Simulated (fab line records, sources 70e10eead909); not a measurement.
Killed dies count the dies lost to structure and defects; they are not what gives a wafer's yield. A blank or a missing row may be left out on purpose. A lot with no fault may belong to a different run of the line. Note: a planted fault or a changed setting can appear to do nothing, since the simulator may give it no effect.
Chamber matching ; flow nand-harc ; NHARC_P_M1_CMP_23 on cmp-02 has 4 sister chambers
The step polishes, t overpolish 20 s, target thk 157.82 nm. 4 wafers are shown with their chamber, then 10 later ones without.

WAFERS WITH THEIR CHAMBER
wafer;chamber;motor-current-A (A)
L089.3;1;13.0
L089.6;3;14.1
L092.1;0;12.9
L092.2;2;10.5

WAFERS WITH NO CHAMBER GIVEN
wafer;motor-current-A (A)
L092.6;14.7
L096.1;10.7
L096.3;12.5
L096.4;12.6
L097.1;12.6
L097.3;12.3
L097.4;13.8
L097.2;10.3
L097.5;10.3
L097.6;12.6

WHICH CHAMBER EACH ONE RAN IN
wafer;from the rows above;in truth
L092.6;3;3
L096.1;2;2
L096.3;can't be placed: 0 or 1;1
L096.4;can't be placed: 0 or 1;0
L097.1;can't be placed: 0 or 1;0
L097.3;can't be placed: 0 or 1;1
L097.4;can't be placed: 3 or 1 or 0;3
L097.2;2;2
L097.5;2;2
L097.6;can't be placed: 0 or 1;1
4 of 10 placed correctly. Unplaceable from these rows: 6, with the true chamber sitting among the candidates in 6. 0 placed wrongly.
How it was worked out, from the rows above alone: a wafer's distance from a chamber is the root of the sum, over the readings, of the square of ((its reading less the chamber's mean) divided by the reading's scatter). The wafer belongs to the nearest chamber; if the next one is less than 2 further off, it can't be placed. The mean given for a chamber averages the wafers shown for that chamber. The scatter (one wafer shown for each chamber): square how far every hidden wafer sits from the nearest shown wafer, average those squares and take the square root.
